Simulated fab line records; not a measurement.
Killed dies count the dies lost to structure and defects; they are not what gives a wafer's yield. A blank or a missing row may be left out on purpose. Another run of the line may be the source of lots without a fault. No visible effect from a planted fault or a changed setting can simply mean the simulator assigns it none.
fab line records	flow nand-harc	part 1 of 2: steps 1 to 4 of 6
record lots=21	wafers=63	last-day=33
route steps=1302 shown A_CHANNEL_HOLE_D2@608 A_STAIRCASE@674
lots that met no fault: taken from a fault-free run of the same line
start-h: hours from the record's opening day to when the first of the lot's shown wafers began	wait-h: time in hours since the lot's previous step	" as in the row above	L1.1+2: a row that stands for several wafers	- no value present, or no start provided	* or withheld: withheld	< > ~ a bound
route shown NAME@n: names a module that has steps shown in the file, with the first one's number in the route	usual: the fault-free wafers' mean and standard deviation	same: alike in all rows	chamber/n: place in a boat	sites: the reading at each site	_std_site: the values' standard deviation	_edge_site: outer sites' mean less inner sites'	radius-mm: for every site, how far away it sits from the centre of the wafer	mask NAME#n: copy n	behind: tool/chamber where the wafer was last shaped	hold: what put the lot on hold/how long, in hours/how the hold closed	device: transistor that didn't switch, given as n, p or np	end of line: tests of these same wafers at the route's end	for a step that has no rows: nothing shown but its recipe	killed: at the first sort, the dies lost to defects and structure; wafer yield is something else	map: per-die view of a wafer (x killed, . not killed, _ where there is no die)
set.NAME: the setting that was run; set.NAME@STEP: the one run at that earlier step	model.NAME: the simulator's own value behind a step, which no gauge read
route steps across a sampled set of lots; one table per step, one row per wafer
services: from which hour (start-h, from the record's first day; less than 0 if before it) a tool's chamber was out of use, for how many hours, and why
## steps
# step NHARC_A_CHANNEL_HOLE_D2_XSEM_32
# recipe landing-energy-ev=35000
# usual bot-cd-nm=74.5/2	bow-nm=8.64/0.28	tilt-deg=0.09/0.043
lot.wafer	tool	chamber	start-h	wait-h	bot-cd-nm	bow-nm	tilt-deg
L074.2	xsem-01	0	298.89	0.1	72.1	8.38	0.16
L074.3	"	0	"	"	71.7	8.49	0.17
L074.6	"	0	"	"	69.9	8.44	0.16
L075.2	xsem-01	0	309.19	0.1	71.8	8.88	0.12
L075.5	"	0	"	"	74.2	8.77	0.12
L075.6	"	0	"	"	74.2	8.94	0.12
L076.1	xsem-01	0	324.22	0.1	69.9	8.90	0.20
L076.3	"	0	"	"	76.1	8.94	0.20
L076.4	"	0	"	"	74.6	8.96	0.20
L077.1	xsem-02	0	324.35	0.1	73.4	8.49	0.07
L077.3	"	0	"	"	76.1	8.47	0.07
L077.4	"	0	"	"	75.1	8.41	0.07
L078.2	xsem-01	0	332.64	0.1	71.5	8.51	0.12
L078.3	"	0	"	"	75.9	8.54	0.12
L078.6	"	0	"	"	72.7	8.45	0.12
L079.2	xsem-01	0	344.83	0.1	75.7	8.14	0.04
L079.3	"	0	"	"	75.4	8.10	0.04
L079.6	"	0	"	"	78.4	8.18	0.03
L081.1	xsem-01	0	361.04	0.1	74.0	8.60	0.09
L081.2	"	0	"	"	74.1	8.60	0.09
L081.6	"	0	"	"	74.4	8.64	0.08
L080.4	xsem-02	0	362.80	0.1	77.5	8.94	0.08
L080.5	"	0	"	"	75.6	8.97	0.08
L080.6	"	0	"	"	75.9	8.88	0.08
L082.1	xsem-02	0	382.23	0.1	74.6	8.99	0.08
L082.4	"	0	"	"	74.6	8.96	0.08
L082.6	"	0	"	"	76.8	8.99	0.08
L084.1	xsem-01	0	407.77	0.1	73.9	8.38	0.09
L084.2	"	0	"	"	71.7	8.42	0.09
L084.6	"	0	"	"	73.2	8.42	0.09
L085.1	xsem-02	0	417.15	0.1	75.4	8.68	0.04
L085.2	"	0	"	"	75.4	8.62	0.04
L085.6	"	0	"	"	78.3	8.67	0.04
L086.2	xsem-01	0	428.40	0.1	73.1	9.03	0.14
L086.3	"	0	"	"	75.6	9.02	0.14
L086.5	"	0	"	"	74.3	9.00	0.14
L087.3	xsem-01	0	449.97	0.1	75.0	8.77	0.09
L087.4	"	0	"	"	74.6	8.90	0.09
L087.5	"	0	"	"	75.4	8.87	0.08
L089.4	xsem-02	0	451.83	0.1	72.0	8.50	0.08
L089.5	"	0	"	"	71.5	8.48	0.07
L089.6	"	0	"	"	70.9	8.51	0.08
L088.1	xsem-01	0	454.16	0.1	75.2	9.30	0.12
L088.3	"	0	"	"	72.3	9.31	0.12
L088.4	"	0	"	"	72.4	9.33	0.12
L090.1	xsem-02	0	462.46	0.1	78.8	8.58	0.01
L090.3	"	0	"	"	76.7	8.59	0.01
L090.6	"	0	"	"	78.3	8.64	0.01
L091.1	xsem-02	0	472.67	0.1	76.7	8.49	0.09
L091.4	"	0	"	"	74.3	8.45	0.10
L091.5	"	0	"	"	73.4	8.40	0.09
L095.2	xsem-02	0	505.63	0.1	73.0	8.58	0.09
L095.3	"	0	"	"	75.1	8.56	0.09
L095.4	"	0	"	"	77.7	8.57	0.09
L094.4	xsem-01	0	507.69	0.1	72.7	8.25	0.15
L094.5	"	0	"	"	73.8	8.28	0.15
L094.6	"	0	"	"	75.6	8.21	0.15
L096.4	xsem-02	0	520.81	0.1	74.0	8.63	0.14
L096.5	"	0	"	"	75.2	8.73	0.14
L096.6	"	0	"	"	75.1	8.72	0.14
L097.3	xsem-01	0	537.65	0.1	74.3	8.50	0.04
L097.4	"	0	"	"	75.0	8.50	0.04
L097.5	"	0	"	"	77.5	8.60	0.04
# step NHARC_A_STAIRCASE_TRIM_18
# recipe time-s=211.2	o2-flow-sccm=500	ar-flow-sccm=0	bias-w=0	chemistry=O2
# usual drypump-motor-current-A=5.6/0.48	oes-product-au=1.007/0.016	rf-vpp-V=57.8/0.86	showerhead-plenum-p-Torr=3.48/0.13	throttle-valve-pct=17.038/0.0091
lot.wafer	tool	chamber	start-h	wait-h	drypump-motor-current-A	oes-product-au	rf-hours-counter-h	rf-vpp-V	showerhead-plenum-p-Torr	throttle-valve-pct
L074.2	rie-diel-13	0	357.05	-	4.7	1.011	2	58.4	3.65	17.041
L074.3	"	1	"	"	6.2	1.013	2	58.5	3.39	17.050
L074.6	"	1	"	"	6.2	1.014	-	56.9	3.39	17.058
L075.2	rie-diel-12	1	-	-	5.4	1.004	28	56.2	3.27	17.030
L075.6	"	3	"	"	6.1	1.003	-	58.4	3.59	17.031
L075.5	"	0	"	"	6.2	0.994	-	57.7	3.42	17.017
L077.1	rie-diel-12	1	-	-	5.4	1.010	31	56.8	3.27	17.044
L077.4	"	2	"	"	5.1	0.986	31	58.7	3.57	17.043
L077.3	"	3	"	"	6.2	1.001	31	57.3	3.58	17.034
L076.4	rie-diel-04	3	-	-	5.3	1.002	3	57.1	3.35	17.039
L076.3	"	0	"	"	6.0	0.993	3	57.9	3.57	17.048
L076.1	"	2	"	"	5.1	1.005	2	57.2	3.54	17.035
L078.2	rie-diel-13	0	-	-	4.7	1.031	12	58.4	3.65	17.045
L078.3	"	3	"	"	5.9	1.045	10	58.2	3.47	17.046
L078.6	"	1	"	"	6.1	1.001	-	56.8	3.38	17.040
L079.3	rie-diel-12	3	-	-	6.1	0.980	38	57.5	3.58	17.035
L079.2	"	1	"	"	5.4	1.001	36	58.2	3.27	17.049
L079.6	"	0	"	"	6.2	0.986	-	58.3	3.41	17.045
L080.4	rie-diel-12	1	-	-	5.4	1.008	41	56.5	3.27	17.044
L080.5	"	3	"	"	6.1	0.991	-	57.1	3.58	17.034
L080.6	"	0	"	"	6.2	1.006	-	58.7	3.41	17.024
L081.2	rie-diel-13	1	-	-	6.2	1.009	21	58.2	3.38	17.039
L081.1	"	3	"	"	5.9	1.041	21	58.7	3.47	17.032
L081.6	"	0	"	"	4.7	1.024	-	56.9	3.64	17.048
L082.1	rie-diel-13	1	-	-	6.1	1.006	24	57.9	3.38	17.033
L082.4	"	2	"	"	5.7	1.000	20	58.3	3.28	17.042
L082.6	"	1	"	"	6.2	1.010	-	57.6	3.38	17.036
L084.1	rie-diel-13	2	-	-	5.7	1.001	25	56.8	3.28	17.051
L084.2	"	1	"	"	6.2	1.006	29	56.8	3.37	17.044
L084.6	"	3	"	"	5.9	1.026	-	57.6	3.46	17.044
L085.2	rie-diel-12	1	472.05	-	5.4	1.007	10	59.1	3.80	17.035
L085.1	"	2	"	"	5.1	1.014	6	59.9	3.55	17.037
L085.6	"	0	"	"	6.2	0.993	-	57.5	3.40	17.028
L086.3	rie-diel-12	0	-	-	6.2	0.979	15	59.0	3.40	17.045
L086.2	"	1	"	"	5.4	1.006	16	56.9	3.80	17.046
L086.5	"	0	"	"	6.2	0.984	-	57.3	3.40	17.035
L087.3	rie-diel-13	2	-	-	5.7	0.997	37	56.2	3.27	17.031
L087.4	"	0	"	"	4.7	1.025	41	58.6	3.63	17.032
L087.5	"	3	"	"	5.9	1.029	-	57.2	3.46	17.053
L089.4	rie-diel-04	2	-	-	5.2	1.020	49	57.5	3.52	17.048
L089.6	"	0	"	"	6.0	0.993	-	58.3	3.54	17.032
L089.5	"	1	"	"	5.5	1.005	-	56.2	3.44	17.049
L088.1	rie-diel-04	1	-	-	5.5	1.002	45	59.5	3.44	17.024
L088.3	"	3	"	"	5.4	0.990	52	57.0	3.33	17.051
L088.4	"	1	"	"	5.5	1.003	-	57.9	3.44	17.038
L090.1	rie-diel-13	3	-	-	5.9	1.035	50	58.6	3.45	17.041
L090.3	"	2	"	"	5.7	0.997	43	57.2	3.27	17.031
L090.6	"	3	"	"	5.9	1.029	-	58.8	3.45	17.038
L091.4	rie-diel-04	0	-	-	6.0	1.006	52	57.6	3.54	17.029
L091.1	"	2	"	"	5.2	1.017	55	58.6	3.52	17.021
L091.5	"	1	"	"	5.5	1.006	-	56.4	3.44	17.032
L095.4	rie-diel-13	3	-	-	5.9	1.009	9	56.9	3.45	17.043
L095.2	"	0	"	"	4.7	1.018	9	55.9	3.62	17.045
L095.3	"	1	"	"	6.2	1.016	11	56.5	3.36	17.038
L094.4	rie-diel-04	3	-	-	5.4	1.028	3	57.4	3.32	17.043
L094.6	"	1	"	"	5.5	1.011	-	58.2	3.43	17.028
L094.5	"	2	"	"	5.2	1.017	-	56.9	3.51	17.031
L096.4	rie-diel-04	2	-	-	5.2	1.027	8	58.7	3.51	17.059
L096.6	"	0	"	"	6.0	0.977	-	59.8	3.53	17.022
L096.5	"	1	"	"	5.6	0.995	-	58.7	3.43	17.037
L097.3	rie-diel-13	0	-	-	4.7	1.033	23	55.8	3.61	17.043
L097.4	"	1	"	"	6.2	1.011	20	58.3	3.35	17.041
L097.5	"	2	"	"	5.7	0.989	-	58.1	3.80	17.056
# step NHARC_A_STAIRCASE_TRIM_26
# recipe time-s=211.2	o2-flow-sccm=500	ar-flow-sccm=0	bias-w=0	chemistry=O2
# usual drypump-motor-current-A=5.6/0.51	oes-product-au=1.007/0.016	rf-vpp-V=57.7/0.95	showerhead-plenum-p-Torr=3.47/0.15	throttle-valve-pct=17.036/0.0083
lot.wafer	tool	chamber	start-h	wait-h	drypump-motor-current-A	oes-product-au	rf-hours-counter-h	rf-vpp-V	showerhead-plenum-p-Torr	throttle-valve-pct
L074.2	rie-diel-13	1	-	-	6.2	1.008	3	58.3	3.39	17.042
L074.3	"	2	"	"	5.7	1.011	3	56.7	3.29	17.032
L074.6	"	2	"	"	5.7	1.005	-	58.0	3.29	17.049
L075.2	rie-diel-13	1	-	-	6.2	1.003	5	58.2	3.39	17.043
L075.5	"	0	"	"	4.7	1.016	-	57.2	3.65	17.031
L075.6	"	1	"	"	6.2	1.006	-	57.9	3.39	17.042
L077.4	rie-diel-12	1	-	-	5.4	1.009	31	59.2	3.27	17.025
L077.3	"	3	"	"	6.2	0.991	31	56.9	3.58	17.045
L077.1	"	0	"	"	6.2	0.992	31	57.2	3.42	17.036
L076.3	rie-diel-13	0	-	-	4.7	1.018	9	57.3	3.65	17.023
L076.1	"	3	"	"	5.9	1.043	8	57.1	3.47	17.025
L076.4	"	0	"	"	4.7	1.025	-	59.1	3.65	17.042
L078.2	rie-diel-13	0	-	-	4.7	1.021	12	58.5	3.65	17.033
L078.3	"	1	"	"	6.2	1.008	12	57.3	3.38	17.032
L078.6	"	1	"	"	6.2	1.019	-	56.9	3.38	17.025
L079.3	rie-diel-04	2	-	-	5.2	1.018	12	59.0	3.54	17.043
L079.2	"	3	"	"	5.4	0.997	12	55.1	3.35	17.040
L079.6	"	3	"	"	5.4	0.998	-	57.3	3.35	17.039
L080.4	rie-diel-12	3	-	-	6.1	0.996	44	57.6	3.57	17.040
L080.5	"	0	"	"	6.2	0.994	-	59.4	3.41	17.039
L080.6	"	1	"	"	5.4	1.001	-	57.1	3.27	17.046
L081.1	rie-diel-13	0	-	-	4.7	1.027	21	59.0	3.64	17.040
L081.2	"	1	"	"	6.2	1.014	21	56.9	3.38	17.028
L081.6	"	3	"	"	5.9	1.043	-	57.7	3.47	17.036
L082.1	rie-diel-13	1	-	-	6.2	1.004	25	57.6	3.37	17.032
L082.4	"	3	"	"	5.9	1.036	25	57.4	3.47	17.035
L082.6	"	1	"	"	6.2	1.007	-	56.6	3.38	17.047
L084.2	rie-diel-13	3	-	-	5.9	1.031	31	57.8	3.46	17.037
L084.1	"	0	"	"	4.7	1.015	30	59.2	3.64	17.043
L084.6	"	2	"	"	5.8	0.995	-	57.9	3.28	17.042
L085.2	rie-diel-13	1	-	-	6.2	1.008	32	56.5	3.37	17.034
L085.1	"	0	"	"	4.7	1.027	33	58.6	3.64	17.022
L085.6	"	2	"	"	5.7	0.988	-	57.6	3.27	17.042
L086.3	rie-diel-13	2	-	-	5.7	1.000	31	58.1	3.27	17.039
L086.2	"	0	"	"	4.7	1.025	36	56.3	3.63	17.035
L086.5	"	3	"	"	5.9	1.029	-	56.6	3.46	17.051
L087.4	rie-diel-13	2	-	-	5.7	0.995	38	57.3	3.27	17.039
L087.3	"	0	"	"	4.7	1.017	42	58.0	3.63	17.045
L087.5	"	2	"	"	5.8	0.989	-	57.8	3.27	17.041
L089.4	rie-diel-12	0	-	-	6.2	0.981	-	58.1	3.40	17.030
L089.5	"	1	"	"	5.4	1.001	-	58.0	3.80	17.023
L089.6	"	2	"	"	5.1	0.999	-	58.9	3.55	17.037
L088.3	rie-diel-13	0	-	-	4.7	1.022	43	57.9	3.63	17.040
L088.4	"	2	"	"	5.7	1.005	39	55.7	3.27	17.047
L088.1	"	3	"	"	5.9	1.031	44	57.6	3.46	17.025
L090.1	rie-diel-04	3	-	-	5.4	0.991	55	56.1	3.32	17.041
L090.3	"	2	"	"	5.1	1.024	50	56.8	3.52	17.039
L090.6	"	0	"	"	6.0	0.999	-	59.5	3.54	17.041
L091.1	rie-diel-12	1	-	-	5.4	1.005	29	59.0	3.79	17.043
L091.4	"	3	"	"	6.1	0.985	22	58.4	3.56	17.032
L091.5	"	1	"	"	5.4	1.013	-	56.2	3.79	17.033
L095.3	rie-diel-12	1	-	-	5.4	1.009	43	58.1	3.78	17.043
L095.4	"	2	"	"	5.1	1.005	35	56.9	3.54	17.037
L095.2	"	3	"	"	6.2	1.002	32	57.8	3.55	17.047
L094.4	rie-diel-04	0	-	-	6.0	0.980	6	58.7	3.54	17.044
L094.6	"	0	"	"	6.0	0.984	-	56.5	3.54	17.048
L094.5	"	1	"	"	5.5	1.008	-	58.7	3.43	17.038
L096.4	rie-diel-04	0	-	-	6.0	0.981	10	56.8	3.53	17.026
L096.5	"	0	"	"	6.0	0.980	-	58.7	3.53	17.045
L096.6	"	1	"	"	5.5	1.001	-	56.8	3.43	17.030
L097.4	rie-diel-13	1	-	-	6.2	1.003	20	57.7	3.35	17.042
L097.3	"	3	"	"	5.9	1.024	24	58.1	3.44	17.027
L097.5	"	2	"	"	5.7	0.988	-	59.0	3.80	17.036
# step NHARC_A_STAIRCASE_DESCUM_186
# recipe time-s=3	o2-flow-sccm=200	ar-flow-sccm=0	bias-power-w=0	chemistry=O2
# usual drypump-motor-current-A=5.6/0.47	oes-product-au=1.006/0.015	rf-vpp-V=57.8/0.9	showerhead-plenum-p-Torr=1.89/0.078	throttle-valve-pct=11.311/0.0089
# same bias-power-w=0
lot.wafer	tool	chamber	start-h	wait-h	drypump-motor-current-A	oes-product-au	rf-hours-counter-h	rf-vpp-V	showerhead-plenum-p-Torr	throttle-valve-pct
L074.3	rie-diel-12	2	360.18	-	5.1	0.981	26	58.0	1.94	11.313
L074.2	"	3	"	"	6.2	0.981	24	58.1	1.95	11.314
L074.6	"	0	"	"	6.2	0.981	-	57.1	1.85	11.302
L075.2	rie-diel-04	0	366.65	-	6.0	1.009	0	57.1	1.94	11.321
L075.5	"	3	"	"	5.4	1.015	-	57.4	1.81	11.306
L075.6	"	0	"	"	6.0	0.998	-	58.1	1.94	11.321
L077.1	rie-diel-04	1	379.84	-	5.5	1.009	4	58.2	1.87	11.321
L077.4	"	3	"	"	5.4	1.018	3	56.9	1.81	11.305
L077.3	"	0	"	"	6.0	1.004	4	58.1	1.94	11.313
L076.3	rie-diel-04	0	380.15	-	6.0	0.993	4	58.0	1.94	11.322
L076.4	"	1	"	"	5.5	1.011	4	56.2	1.87	11.312
L076.1	"	2	"	"	5.1	1.003	3	57.5	1.92	11.316
L078.2	rie-diel-13	3	388.97	-	5.8	1.040	11	55.8	1.88	11.318
L078.3	"	0	"	"	4.7	1.022	13	58.9	1.98	11.327
L078.6	"	1	"	"	6.2	1.003	-	59.4	1.83	11.300
L079.2	rie-diel-13	2	400.09	-	5.7	0.990	10	57.7	1.77	11.316
L079.3	"	1	"	"	6.2	0.998	16	58.0	1.83	11.302
L079.6	"	2	"	"	5.7	0.989	-	57.5	1.77	11.307
L080.4	rie-diel-13	1	417.56	-	6.2	1.016	21	55.9	1.83	11.324
L080.6	"	1	"	"	6.2	1.003	-	58.6	1.83	11.320
L080.5	"	2	"	"	5.7	0.993	-	56.5	1.77	11.304
L081.2	rie-diel-12	2	418.06	-	5.1	0.982	43	57.3	1.93	11.315
L081.1	"	1	"	"	5.4	1.018	42	57.5	1.76	11.303
L081.6	"	2	"	"	5.1	0.972	-	59.0	1.93	11.320
L082.4	rie-diel-12	3	437.91	-	6.1	0.993	49	57.5	1.94	11.320
L082.1	"	1	"	"	5.4	1.019	47	56.6	1.76	11.300
L082.6	"	3	"	"	6.1	1.002	-	58.5	1.94	11.305
L084.2	rie-diel-13	2	466.75	-	5.7	0.993	26	59.3	1.77	11.316
L084.1	"	3	"	"	5.8	1.029	32	58.7	1.87	11.302
L084.6	"	1	"	"	6.2	1.003	-	57.1	1.82	11.307
L085.1	rie-diel-13	2	475.09	-	5.7	1.003	29	57.4	1.77	11.293
L085.2	"	0	"	"	4.7	1.026	34	57.9	1.98	11.312
L085.6	"	2	"	"	5.7	1.000	-	57.4	1.77	11.312
L086.3	rie-diel-04	3	487.05	-	5.4	0.995	44	57.3	1.80	11.303
L086.2	"	0	"	"	6.0	0.994	39	57.8	1.92	11.306
L086.5	"	2	"	"	5.2	1.015	-	57.7	1.91	11.317
L087.4	rie-diel-13	1	505.08	-	6.2	1.004	41	57.2	1.82	11.292
L087.3	"	3	"	"	5.9	1.034	43	57.2	1.87	11.319
L087.5	"	0	"	"	4.7	1.022	-	58.0	1.97	11.307
L089.5	rie-diel-12	1	506.44	-	5.4	1.001	-	58.1	2.07	11.319
L089.6	"	2	"	"	5.1	1.001	-	58.8	1.92	11.310
L089.4	"	0	"	"	6.2	0.980	-	58.7	1.84	11.317
L088.3	rie-diel-04	3	509.85	-	5.3	1.003	52	57.3	1.80	11.317
L088.1	"	1	"	"	5.5	1.010	45	56.9	1.86	11.308
L088.4	"	3	"	"	5.3	1.012	-	58.2	1.80	11.315
L090.3	rie-diel-04	3	519.84	-	5.4	0.994	55	56.8	1.79	11.298
L090.1	"	0	"	"	6.0	1.000	49	58.0	1.92	11.314
L090.6	"	3	"	"	5.4	1.002	-	56.0	1.79	11.316
L091.1	rie-diel-12	2	533.69	-	5.1	0.995	24	57.1	1.92	11.322
L091.4	"	1	"	"	5.4	1.009	29	58.5	2.07	11.314
L091.5	"	3	"	"	6.1	0.997	-	58.0	1.93	11.306
L095.3	rie-diel-04	2	560.91	-	5.2	1.011	6	57.2	1.90	11.319
L095.2	"	3	"	"	5.4	1.012	4	57.0	1.79	11.315
L095.4	"	1	"	"	5.5	0.998	6	58.1	1.86	11.297
L094.4	rie-diel-13	2	561.21	-	5.7	0.991	12	59.2	2.07	11.321
L094.6	"	2	"	"	5.7	0.991	-	58.7	2.07	11.317
L094.5	"	3	"	"	5.9	1.014	-	58.5	1.87	11.307
L096.4	rie-diel-13	1	576.92	-	6.2	1.009	17	56.7	1.81	11.310
L096.5	"	0	"	"	4.7	1.017	-	57.4	1.96	11.305
L096.6	"	1	"	"	6.2	1.004	-	57.2	1.81	11.320
L097.4	rie-diel-04	2	596.23	-	5.2	1.017	20	58.9	1.90	11.320
L097.3	"	1	"	"	5.5	0.991	19	57.5	1.85	11.312
L097.5	"	2	"	"	5.2	1.008	-	59.2	1.90	11.322
